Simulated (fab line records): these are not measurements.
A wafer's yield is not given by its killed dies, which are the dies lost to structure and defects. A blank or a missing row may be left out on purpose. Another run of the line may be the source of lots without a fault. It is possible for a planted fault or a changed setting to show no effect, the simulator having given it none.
fab line records -- flow n5Finfet
record: lots: 6, wafers: 18, lastDay: 16
route steps=1938 shown BEOL_M3@978 PASSIVATION@1936
lots untouched by any fault: they come from a run of this same line in which no faults occurred
startH: start of the lot's first displayed wafer, in hours after the record's first day -- waitH: hours from the lot's prior step to this one -- " unchanged from the row above -- L1.1+2: several wafers, shown together as one row -- - either no value or no given start -- * or withheld: withheld -- < > ~ a bound
route shown NAME@n: NAME is a module with steps in the file, n the number in the route of the first one -- usual: average and standard deviation across the fault-free wafers -- same: alike in all rows -- chamber/n: place in a boat -- sites: readings site by site -- _std_site: standard deviation of those values -- _edge_site: the outer-site mean with the inner-site mean subtracted -- radiusMm: how far each site lies from the wafer's centre -- mask NAME#n: copy n -- behind: tool/chamber where the wafer was last shaped -- hold: reason for holding the lot/hours on hold/outcome of the hold -- device: whichever transistor did not switch (one of n, p or np) -- end of line: the tests these same wafers got at the end of their route -- a step given without rows: its recipe and nothing more -- killed: dies that structure and defects cost at the first sort, which is not the same as the wafer's yield -- map: per-die view of a wafer (x killed, . not killed, _ where there is no die)
set.NAME: setting as actually run; set.NAME@STEP: the setting as run at that earlier step -- model.NAME: the simulator's own value behind a step, which no gauge read
certain route steps with their lots: each step a table, each wafer a row
services: a tool's chamber out of use, with start hour (startH, from the record's first day; less than 0 if before it), hours out, and reason
== steps ==
step: N5_BEOL_M3_STRIP_83
recipe: chemistry: C4F6/O2, resist: SiARC, rfFrequencyHz: 6e+07
step: N5_BEOL_M3_STRIP_36
recipe: chemistry: N2/H2, powerW: 450, tempC: 40, pressureMtorr: 20, rfFrequencyHz: 6e+07, overashFraction: 0.3, biasPowerW: 7, h2Frac: 0.5, n2FlowSccm: 200, h2FlowSccm: 200
step: N5_BEOL_M3_TRENCH_ETCH_37
recipe: chemistry: C4F6/O2, targetDepthA: 555.55, target: SiOC, timeS: 29.2, ionEnergyEv: 250, pressureMtorr: 30, sourceW: 355, biasW: 185, Ar_flow_sccm: 300, C4F6_flow_sccm: 10, O2_flow_sccm: 10
step: N5_BEOL_M3_ETCH_41
recipe: chemistry: CH3F/O2, target: SiCN, targetDepthA: 299, taperDeg: 2, timeS: 52.5, ionEnergyEv: 120, maskMaterial: TiN, pressureMtorr: 30, sourceW: 395, biasW: 75, Ar_flow_sccm: 150, CH3F_flow_sccm: 30, O2_flow_sccm: 20
step: N5_BEOL_M3_STRIP_97
recipe: chemistry: N2/H2, timeS: 10, powerW: 450, tempC: 40, pressureMtorr: 20, rfFrequencyHz: 6e+07, biasPowerW: 7, n2FlowSccm: 200, h2FlowSccm: 200
step: N5_BEOL_M3_OCD_MEAS_38
usual: trenchDepthNm: 55.7/0.91
lot.wafer,tool,chamber,startH,waitH,trenchDepthNm
L333.1,ocd-02,-,161.95,-,55.4
L333.3,ocd-02,-,161.95,-,55.2
L333.5,ocd-02,-,161.95,-,53.8
L336.2,ocd-01,-,184.59,-,56.4
L336.3,ocd-01,-,184.59,-,54.7
L336.5,ocd-01,-,184.59,-,54.9
L337.2,ocd-01,-,187.99,-,55.6
L337.4,ocd-01,-,187.99,-,55.4
L337.5,ocd-01,-,187.99,-,54.6
L341.1,ocd-01,-,200.39,-,55.4
L341.2,ocd-01,-,200.39,-,56.9
L341.4,ocd-01,-,200.39,-,56.4
L342.1,ocd-01,-,218.20,-,55.6
L342.3,ocd-01,-,218.20,-,55.1
L342.5,ocd-01,-,218.20,-,54.4
L351.1,ocd-01,-,269.31,-,56.1
L351.5,ocd-01,-,269.31,-,56.6
L351.6,ocd-01,-,269.31,-,54.3
step: N5_BEOL_M3_HM_STRIP_39
recipe: chemistry: peroxideTinStrip, material: TiN, targetDepthA: 250, tempC: 50, timeS: 158
step: N5_BEOL_M3_SRD_40
recipe: timeS: 30, tempC: 23, rinseLiquid: diw, dry: ipaMarangoni
step: N5_BEOL_M3_PRECLEAN_42
recipe: chemistry: residueRemover, timeS: 60, tempC: 40
step: N5_BEOL_M3_SRD_43
recipe: timeS: 30, tempC: 23, rinseLiquid: diw, dry: ipaMarangoni
step: N5_BEOL_M3_CD_MEAS_35
recipe: targetCdNm: 18, targetCdYNm: 21, polarity: opening
usual: cdNm: 17.89/0.28
lot.wafer,tool,chamber,startH,waitH,cdNm
L333.1,cdSem-01,-,162.11,0.0,17.89
L333.3,cdSem-01,-,162.11,0.0,17.75
L333.5,cdSem-01,-,162.11,0.0,17.47
L336.2,cdSem-03,-,184.74,0.0,18.04
L336.3,cdSem-03,-,184.74,0.0,17.81
L336.5,cdSem-03,-,184.74,0.0,17.71
L337.2,cdSem-01,-,188.15,0.0,17.48
L337.4,cdSem-01,-,188.15,0.0,17.86
L337.5,cdSem-01,-,188.15,0.0,17.74
L341.1,cdSem-01,-,200.55,0.0,17.87
L341.2,cdSem-01,-,200.55,0.0,17.64
L341.4,cdSem-01,-,200.55,0.0,17.67
L342.1,cdSem-01,-,218.36,0.0,18.03
L342.3,cdSem-01,-,218.36,0.0,17.95
L342.5,cdSem-01,-,218.36,0.0,17.95
L351.1,cdSem-01,-,269.47,0.0,18.11
L351.5,cdSem-01,-,269.47,0.0,17.85
L351.6,cdSem-01,-,269.47,0.0,17.71
step: N5_BEOL_M3_DEGAS_44
recipe: ambient: vacuum, tempC: 250, timeS: 60
step: N5_BEOL_M3_PRE_CLEAN_45
recipe: gas: H2/He, timeS: 30, tempC: 250
usual: heaterPowerW: 342/34
lot.wafer,tool,chamber,startH,waitH,heaterPowerW
L333.1,pvdSputter-02,-,162.58,0.0,381
L333.3,pvdSputter-02,-,162.58,0.0,325
L333.5,pvdSputter-02,-,162.58,0.0,296
L336.2,pvdSputter-02,-,184.97,0.0,317
L336.3,pvdSputter-02,-,184.97,0.0,383
L336.5,pvdSputter-02,-,184.97,0.0,323
L337.2,pvdSputter-01,-,188.43,0.0,375
L337.4,pvdSputter-01,-,188.43,0.0,332
L337.5,pvdSputter-01,-,188.43,0.0,374
L341.1,pvdSputter-02,-,201.46,0.0,304
L341.2,pvdSputter-02,-,201.46,0.0,326
L341.4,pvdSputter-02,-,201.46,0.0,384
L342.1,pvdSputter-02,-,218.77,0.0,390
L342.3,pvdSputter-02,-,218.77,0.0,330
L342.5,pvdSputter-02,-,218.77,0.0,374
L351.1,pvdSputter-03,-,271.73,0.0,381
L351.5,pvdSputter-03,-,271.73,0.0,353
L351.6,pvdSputter-03,-,271.73,0.0,314
step: N5_BEOL_M3_ALD_84
recipe: material: TaN, targetThkA: *, tempC: 275, aldPrecursorFamily: PDMAT, aldCoReactant: NH3, pressureTorr: 3, carrierFlowSccm: 1500, pulseTimeS: 2, purgeTimeS: 3, coReactantPurgeTimeS: 2, coReactantPulseTimeS: 3, aldCycles: 30, precursorVesselTempC: 75, precursorVesselPressureTorr: 26.25, precursorVesselCarrierSccm: 1000
step: N5_BEOL_M3_SURFACE_TREAT_85
recipe: gas: Ar, timeS: *, ionEnergyEv: *, ionCurrentMaCm2: 0.5, pressureMtorr: *, arFlowSccm: 30
step: N5_BEOL_M3_CVD_47
recipe: material: Co, targetThkA: 30, tempC: withheld, precursor: CCTBA/H2, pressureTorr: 30, timeS: 223.8
step: N5_BEOL_M3_SPUTTER_48
recipe: material: Cu, targetThkA: 45, tempC: -20, chamberPressurePa: 0.07, powerW: withheld, timeS: 8.29
usual: throttleValvePct: 29.6/1.2
lot.wafer,tool,chamber,startH,waitH,throttleValvePct
L333.1,pvdSputter-02,-,163.64,0.6,29.6
L333.3,pvdSputter-02,-,163.64,0.6,28.0
L333.5,pvdSputter-02,-,163.64,0.6,29.8
L336.2,pvdSputter-01,-,185.77,0.2,28.5
L336.3,pvdSputter-01,-,185.77,0.2,31.0
L336.5,pvdSputter-01,-,185.77,0.2,29.2
L337.2,pvdSputter-01,-,189.02,0.1,28.8
L337.4,pvdSputter-01,-,189.02,0.1,29.9
L337.5,pvdSputter-01,-,189.02,0.1,31.3
L341.1,pvdSputter-01,-,202.06,0.1,30.3
L341.2,pvdSputter-01,-,202.06,0.1,28.7
L341.4,pvdSputter-01,-,202.06,0.1,31.1
L342.1,pvdSputter-02,-,219.57,0.1,29.9
L342.3,pvdSputter-02,-,219.57,0.1,29.6
L342.5,pvdSputter-02,-,219.57,0.1,29.6
L351.1,pvdSputter-03,-,272.51,0.2,27.8
L351.5,pvdSputter-03,-,272.51,0.2,28.2
L351.6,pvdSputter-03,-,272.51,0.2,31.0
step: N5_BEOL_M3_ANNEAL_49
recipe: tempC: 400, timeS: 240, ambient: vacuum
step: N5_BEOL_M3_SPUTTER_79
recipe: material: Cu, targetThkA: 45, tempC: -20, chamberPressurePa: 0.07, powerW: withheld, timeS: 8.29
usual: throttleValvePct: 29.6/1.2
lot.wafer,tool,chamber,startH,waitH,throttleValvePct
L333.1,pvdSputter-02,-,163.86,0.1,29.6
L333.3,pvdSputter-02,-,163.86,0.1,27.8
L333.5,pvdSputter-02,-,163.86,0.1,29.7
L336.2,pvdSputter-01,-,185.99,0.1,28.5
L336.3,pvdSputter-01,-,185.99,0.1,31.1
L336.5,pvdSputter-01,-,185.99,0.1,29.3
L337.2,pvdSputter-01,-,189.24,0.1,28.2
L337.4,pvdSputter-01,-,189.24,0.1,30.3
L337.5,pvdSputter-01,-,189.24,0.1,31.4
L341.1,pvdSputter-01,-,202.28,0.1,30.2
L341.2,pvdSputter-01,-,202.28,0.1,28.3
L341.4,pvdSputter-01,-,202.28,0.1,31.3
L342.1,pvdSputter-02,-,219.79,0.1,29.7
L342.3,pvdSputter-02,-,219.79,0.1,29.2
L342.5,pvdSputter-02,-,219.79,0.1,29.6
L351.1,pvdSputter-03,-,272.73,0.1,28.1
L351.5,pvdSputter-03,-,272.73,0.1,28.0
L351.6,pvdSputter-03,-,272.73,0.1,31.5
step: N5_BEOL_M3_ANNEAL_80
recipe: tempC: 400, timeS: 240, ambient: vacuum
usual: heaterPowerW: 847/88
lot.wafer,tool,chamber,startH,waitH,heaterPowerW
L333.1,pvdSputter-02,-,163.94,0.0,750
L333.3,pvdSputter-02,-,163.94,0.0,810
L333.5,pvdSputter-02,-,163.94,0.0,954
L336.2,pvdSputter-01,-,186.07,0.0,728
L336.3,pvdSputter-01,-,186.07,0.0,909
L336.5,pvdSputter-01,-,186.07,0.0,808
L337.2,pvdSputter-01,-,189.32,0.0,714
L337.4,pvdSputter-01,-,189.32,0.0,919
L337.5,pvdSputter-01,-,189.32,0.0,936
L341.1,pvdSputter-01,-,202.36,0.0,908
L341.2,pvdSputter-01,-,202.36,0.0,721
L341.4,pvdSputter-01,-,202.36,0.0,918
L342.1,pvdSputter-02,-,219.87,0.0,971
L342.3,pvdSputter-02,-,219.87,0.0,914
L342.5,pvdSputter-02,-,219.87,0.0,896
L351.1,pvdSputter-03,-,272.81,0.0,782
L351.5,pvdSputter-03,-,272.81,0.0,777
L351.6,pvdSputter-03,-,272.81,0.0,863
step: N5_BEOL_M3_SPUTTER_81
recipe: material: Cu, targetThkA: 45, tempC: -20, chamberPressurePa: 0.07, powerW: withheld, timeS: 8.29
step: N5_BEOL_M3_ANNEAL_82
recipe: tempC: 400, timeS: 240, ambient: vacuum
step: N5_BEOL_M3_SPUTTER_86
recipe: material: Cu, targetThkA: 45, tempC: -20, chamberPressurePa: 0.07, powerW: withheld, timeS: 8.29
step: N5_BEOL_M3_ANNEAL_87
recipe: tempC: 400, timeS: 240, ambient: vacuum
step: N5_BEOL_M3_SPUTTER_88
recipe: material: Cu, targetThkA: 45, tempC: -20, chamberPressurePa: 0.07, powerW: withheld, timeS: 8.29
step: N5_BEOL_M3_ANNEAL_89
recipe: tempC: 400, timeS: 240, ambient: vacuum
step: N5_BEOL_M3_SPUTTER_90
recipe: material: Cu, targetThkA: 45, tempC: -20, chamberPressurePa: 0.07, powerW: withheld, timeS: 8.29
step: N5_BEOL_M3_ANNEAL_91
recipe: tempC: 400, timeS: 240, ambient: vacuum
step: N5_BEOL_M3_SPUTTER_92
recipe: material: Cu, targetThkA: 45, tempC: -20, chamberPressurePa: 0.07, powerW: withheld, timeS: 8.29
step: N5_BEOL_M3_ANNEAL_93
recipe: tempC: 400, timeS: 240, ambient: vacuum
step: N5_BEOL_M3_SPUTTER_94
recipe: material: Cu, targetThkA: 45, tempC: -20, chamberPressurePa: 0.07, powerW: withheld, timeS: 8.29
step: N5_BEOL_M3_ANNEAL_95
recipe: tempC: 400, timeS: 240, ambient: vacuum
usual: heaterPowerW: 847/88
lot.wafer,tool,chamber,startH,waitH,heaterPowerW
L333.1,pvdSputter-02,-,165.26,0.0,738
L333.3,pvdSputter-02,-,165.26,0.0,791
L333.5,pvdSputter-02,-,165.26,0.0,982
L336.2,pvdSputter-01,-,187.39,0.0,716
L336.3,pvdSputter-01,-,187.39,0.0,917
L336.5,pvdSputter-01,-,187.39,0.0,809
L337.2,pvdSputter-01,-,190.64,0.0,714
L337.4,pvdSputter-01,-,190.64,0.0,920
L337.5,pvdSputter-01,-,190.64,0.0,911
L341.1,pvdSputter-01,-,203.68,0.0,914
L341.2,pvdSputter-01,-,203.68,0.0,736
L341.4,pvdSputter-01,-,203.68,0.0,918
L342.1,pvdSputter-02,-,221.19,0.0,955
L342.3,pvdSputter-02,-,221.19,0.0,909
L342.5,pvdSputter-02,-,221.19,0.0,916
L351.1,pvdSputter-03,-,274.13,0.0,784
L351.5,pvdSputter-03,-,274.13,0.0,776
L351.6,pvdSputter-03,-,274.13,0.0,878
step: N5_BEOL_M3_SPUTTER_96
recipe: material: Cu, targetThkA: 45, tempC: -20, chamberPressurePa: 0.07, powerW: withheld, timeS: 8.29
step: N5_BEOL_M3_ECD_50
recipe: material: Cu, targetThkA: 3000
step: N5_BEOL_M3_ANNEAL_51
recipe: tempC: 225, timeS: 90, ambient: N2
step: N5_BEOL_M3_CMP_52
recipe: stopOn: SiOC, tOverpolishS: 6.8, downForcePsi: 1, platenRpm: 50, clearingPlatenDownForcePsi: 1.5, clearingPlatenRpm: 50, postCmpClean: cuAlkaline, targetThkNm: 40, clearingPlatenPadVelocityMS: 0.99484, padVelocityMS: 0.99484
step: N5_BEOL_M3_THK_MEAS_53
recipe: thkMeasGauge: xrf, reads: Cu_of_BEOL_M3_ECD_50
usual: M3_THK: 39.0/1.3
lot.wafer,tool,chamber,startH,waitH,M3_THK[nm]
L333.1,filmMetro-01,-,166.19,-,38.2
L333.3,filmMetro-01,-,166.19,-,38.7
L333.5,filmMetro-01,-,166.19,-,39.1
L336.2,filmMetro-02,-,188.81,-,38.5
L336.3,filmMetro-02,-,188.81,-,38.7
L336.5,filmMetro-02,-,188.81,-,39.2
L337.2,filmMetro-01,-,191.67,-,39.3
L337.4,filmMetro-01,-,191.67,-,41.1
L337.5,filmMetro-01,-,191.67,-,40.5
L341.1,filmMetro-02,-,204.61,-,38.0
L341.2,filmMetro-02,-,204.61,-,39.0
L341.4,filmMetro-02,-,204.61,-,41.0
L342.1,filmMetro-02,-,222.13,-,38.0
L342.3,filmMetro-02,-,222.13,-,37.7
L342.5,filmMetro-02,-,222.13,-,39.2
L351.1,filmMetro-01,-,275.09,-,37.6
L351.5,filmMetro-01,-,275.09,-,40.7
L351.6,filmMetro-01,-,275.09,-,39.9
step: N5_BEOL_M3_PRE_CLEAN_60
recipe: gas: NH3/H2, timeS: 15, tempC: *, rfPowerW: 300
step: N5_BEOL_M3_CO_CAP_55
recipe: material: Co, targetThkA: 20, tempC: 200, precursor: CCTBA/H2, pressureTorr: 30, timeS: 102.1
usual: heaterPowerW: 220/24
lot.wafer,tool,chamber,startH,waitH,heaterPowerW
L333.1,cvdCo-02,0,166.29,0.0,224
L333.3,cvdCo-02,0,166.29,0.0,222
L333.5,cvdCo-02,0,166.29,0.0,223
L336.2,cvdCo-02,0,188.92,0.0,220
L336.3,cvdCo-02,2,188.92,0.0,274
L336.5,cvdCo-02,0,188.92,0.0,221
L337.2,cvdCo-02,1,191.75,0.0,204
L337.4,cvdCo-02,1,191.75,0.0,197
L337.5,cvdCo-02,0,191.75,0.0,226
L341.1,cvdCo-02,0,204.69,0.0,220
L341.2,cvdCo-02,1,204.69,0.0,198
L341.4,cvdCo-02,2,204.69,0.0,276
L342.1,cvdCo-02,2,222.28,0.0,280
L342.3,cvdCo-02,0,222.28,0.0,220
L342.5,cvdCo-02,2,222.28,0.0,280
L351.1,cvdCo-01,0,275.17,0.0,216
L351.5,cvdCo-01,1,275.17,0.0,195
L351.6,cvdCo-01,0,275.17,0.0,217
step: N5_BEOL_M3_PRE_CLEAN_56
recipe: gas: NH3, timeS: 15, tempC: withheld, rfPowerW: 300
step: N5_BEOL_M3_DEP_57
recipe: material: SiCN, targetThkA: 80, tempC: withheld, precursor: 3MS/NH3, pressureTorr: 3, rfW: 202, timeS: 14
step: N5_BEOL_M3_RS_MEAS_58
recipe: thkMeasGauge: four-point-probe, reads: Co_of_BEOL_M3_CO_CAP_55+Cu_of_BEOL_M3_ECD_50+Co_of_BEOL_M3_CVD_47+TaN_of_BEOL_M3_ALD_84
usual: M3_RS: 0.673/0.029
lot.wafer,tool,chamber,startH,waitH,M3_RS[ohm/sq]
L333.1,filmMetro-01,-,166.50,0.0,0.694
L333.3,filmMetro-01,-,166.50,0.0,0.680
L333.5,filmMetro-01,-,166.50,0.0,0.675
L336.2,filmMetro-02,-,189.10,0.1,0.687
L336.3,filmMetro-02,-,189.10,0.1,0.682
L336.5,filmMetro-02,-,189.10,0.1,0.671
L337.2,filmMetro-02,-,191.94,0.1,0.672
L337.4,filmMetro-02,-,191.94,0.1,0.635
L337.5,filmMetro-02,-,191.94,0.1,0.645
L341.1,filmMetro-02,-,204.87,0.0,0.693
L341.2,filmMetro-02,-,204.87,0.0,0.666
L341.4,filmMetro-02,-,204.87,0.0,0.633
L342.1,filmMetro-02,-,222.46,0.0,0.690
L342.3,filmMetro-02,-,222.46,0.0,0.701
L342.5,filmMetro-02,-,222.46,0.0,0.662
L351.1,filmMetro-01,-,275.35,0.0,0.713
L351.5,filmMetro-01,-,275.35,0.0,0.644
L351.6,filmMetro-01,-,275.35,0.0,0.659
step: N5_PASSIVATION_PROBE_49
usual: defectLimitedYield: 91.1/1.3, killed_at_M0_to_M3: 36/10, killed_at_M4_up: 14/4.4, killedAtContacts: 14/5.7, killedAtFrontEnd: 39/9.4, killedAtOther: 2.9/2.6, killedDies: 105/15, killedOpen: 70/12, killedShort: 34/7.1, sort_bin_5_function: 5.3/0.77, sort_bin_6_memory: 3.3/0.66, sortNPass: 1075/15, sortYieldPct: 91.1/1.3
same: grossDies: 1180, killedAtBackSide: 0, sort_bin_4_leakage[%]: 0, sort_bin_8_speed[%]: 0
lot.wafer,tool,chamber,startH,waitH,defectLimitedYield[%],killed_at_M0_to_M3,killed_at_M4_up,killedAtContacts,killedAtFrontEnd,killedAtOther,killedDies,killedOpen,killedShort,sort_bin_5_function[%],sort_bin_6_memory[%],sortNPass,sortYieldPct[%]
L341.1,prober-02,-,318.51,0.0,78.1,196,25,14,23,1,259,65,30,13.2,4.2,921,78.1
L341.2,prober-02,-,318.56,0.1,78.3,192,16,11,36,1,256,65,30,12.6,4.3,924,78.3
L341.4,prober-02,-,318.66,0.2,80.4,184,15,6,25,1,231,46,27,12.6,3.4,949,80.4
L342.1,prober-02,-,323.88,0.0,79.4,188,11,5,31,8,243,60,25,12.8,3.6,937,79.4
L342.3,prober-02,-,323.98,0.1,78.2,195,7,14,33,8,257,64,32,11.5,6.1,923,78.2
L342.5,prober-02,-,324.08,0.2,79.1,193,11,10,23,10,247,42,45,12.1,3.6,933,79.1
killed by level:class
L341.1 BEOL_M3:unspecified=159 MOL_CONTACT_COAG:geometricParticle:open=12 BEOL_M4:geometricParticle:open=11 BEOL_M0_SAQP:geometricParticle:short=8 BEOL_M0_SAQP:geometricParticle:open=8 STI_FIN_REVEAL:geometricParticle:open=7 BEOL_M1:geometricParticle:open=6 BEOL_M4:geometricParticle:short=6
L341.2 BEOL_M3:unspecified=160 FIN_SAQP:geometricParticle:open=13 BEOL_M0_SAQP:geometricParticle:open=8 MOL_CONTACT_COAG:geometricParticle:open=7 BEOL_M2:geometricParticle:open=7 BEOL_M0_SAQP:geometricParticle:short=6 BEOL_M4:geometricParticle:open=6 GATE_CUT:geometricParticle:open=4
L341.4 BEOL_M3:unspecified=155 STI_FIN_REVEAL:geometricParticle:open=8 BEOL_M0_SAQP:geometricParticle:open=8 BEOL_M3:geometricParticle:short=6 MOL_CONTACT_COAG:geometricParticle:open=5 BEOL_M2:geometricParticle:open=5 BEOL_M4:geometricParticle:open=5 FIN_SAQP:geometricParticle:short=4
L342.1 BEOL_M3:unspecified=157 STI_FIN_REVEAL:geometricParticle:open=9 BEOL_M1:geometricParticle:open=8 BEOL_M0_SAQP:geometricParticle:short=6 BEOL_M2:geometricParticle:open=6 BEOL_M5:geometricParticle:open=5 MOL_CONTACT_COAG:geometricParticle:open=4 BEOL_M0_SAQP:geometricParticle:open=4
L342.3 BEOL_M3:unspecified=161 MOL_CONTACT_COAG:geometricParticle:open=12 STI_FIN_REVEAL:geometricParticle:open=9 BEOL_M0_SAQP:geometricParticle:open=8 BEOL_M0_SAQP:geometricParticle:short=7 FIN_SAQP:geometricParticle:open=6 BEOL_M1:geometricParticle:open=6 FIN_SAQP:geometricParticle:short=5
L342.5 BEOL_M3:unspecified=159 BEOL_M0_SAQP:geometricParticle:short=11 BEOL_M2:geometricParticle:open=11 FIN_SAQP:geometricParticle:short=6 MOL_CONTACT_COAG:geometricParticle:open=6 STI_FIN_REVEAL:geometricParticle:open=5 BEOL_M3:geometricParticle:open=5 PASS1_CAP:geometricParticle:short=4
map L341.1 (x killed, . not)
_________________.......x.x..________________
______________.................x_____________
___________........................__________
__________x..x..................x..x_________
________....x.............x...x......x_______
_______...x....x.x......x..............______
______x......x.....xx......x...x.x..x.xx_____
_____x.................x.........xx......____
____...................................x..___
___.....x......x.......x...................__
___.........................x.......xx.....__
__....x..x...x.......xx....................._
__............x.xxx..x.x........x..........._
_..............x.xxxxxxxx...........x.x......
_.x....x......xxxxxxxxxxx...x.....x..........
_..........x...xxxxxxxxxx.xx.................
_............xxxxxxxxxxxxxxxx.........x......
_x........x.xxxxxxxxxxxxxxxx.xxx.......x.xx..
_.........x.xxxxxxxxxxxxxxxxx.............x..
_..x...x.....xxxxxxxxxxxxxxxx...........x...x
_........xx.x.xxxxxxxxxxxxx........x.x......x
__x......xx...xxxxxxxxxxxxxx.x......x......._
__...........xxxxxxxxxxxxx.xx........x.x...._
___......x......xxxxxxxxx..................__
___................x..xxx.x...x...x........__
____............x...x.....xx..............___
_____..........x...x....x..............x.____
______..............x...x..............._____
_______...........x.....x..............______
________..........x......xx..........._______
__________.x........................_________
___________x.............x.........__________
______________x..x.............._____________
_________________............________________
map L342.3 (x killed, . not)
_________________x...........________________
______________.................x_____________
___________.................x.x....__________
__________.....x..x..x........x....x_________
________...........x...............x.._______
_______..x.x......................x.x..______
______.x................................_____
_____.x..............x...................____
____...............................x......___
___..x.............x..........x............__
___...xx..........xx.................x.....__
__x.......x.........x...xx.xx.x......x..x..._
__..............x...x.........xxxxx........._
_..x..x.......xx..........xxxxxxxxxx.x.......
_..x.........x...xx.....xxxxxxxxxxxxx........
_..............x.....x...xxxxxxxxxxxxxx......
_.......................xxxxxxxxxxxxxxxx..x..
_.....x..................xxxxxxxxxxxxxxx.x..x
_........x...x...........xxxxxxxxxxxxxx......
_..xx.x...........x.....xxxxxxxxxxxxxxx..x...
_.....xx..........x.....x.xxxxxxxxxxxxx......
__......................xxxxxxxxxxxxxxx....._
__...........x...........x.xxxx.xxxxxxxx...._
___........x......x.x.....xxxxxxxxxxxx...x.__
___..x.......x................xxx...xx.....__
____..................xx.........xxx.x....___
_____..x..........................x......____
______........xx.x..x....xx............x_____
_______................................______
________.............x.x.............._______
__________..x..x.xx....x............_________
___________..........x.............__________
______________..x....x.........._____________
_________________............________________
== services ==
tool,chamber,startH,hours,kind
cvdCo-02,2,164.82,8.4,repair
cvdCo-01,0,240.44,2.5,repair
== key ==
firstSign: step: N5_PASSIVATION_PROBE_49, reading: killed_at_M0_to_M3, direction: up, sigmas: 15, usual: 36, struck: 191
effect: step: N5_PASSIVATION_PROBE_49, reading: defectLimitedYield, direction: down, sigmas: 9.7, usual: 91.1, struck: 78.9
moreKillsBornAt: N5_BEOL_M3_PRE_CLEAN_45@pvdSputter-02: 949
metAt N5_BEOL_M3_PRE_CLEAN_45
struckWafers L341.1,L341.2,L341.4,L342.1,L342.3,L342.5
onsetBetween 184.97 201.46
alsoFits N5_BEOL_M3_CO_CAP_55:cvdCo-02
fault: kind: chamberParticleSource, tool: pvdSputter-02, chamber: -, onsetH: 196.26, steps: N5_BEOL_M3_PRE_CLEAN_45, ratePerVisitCm2: 2.1199, endH: 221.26
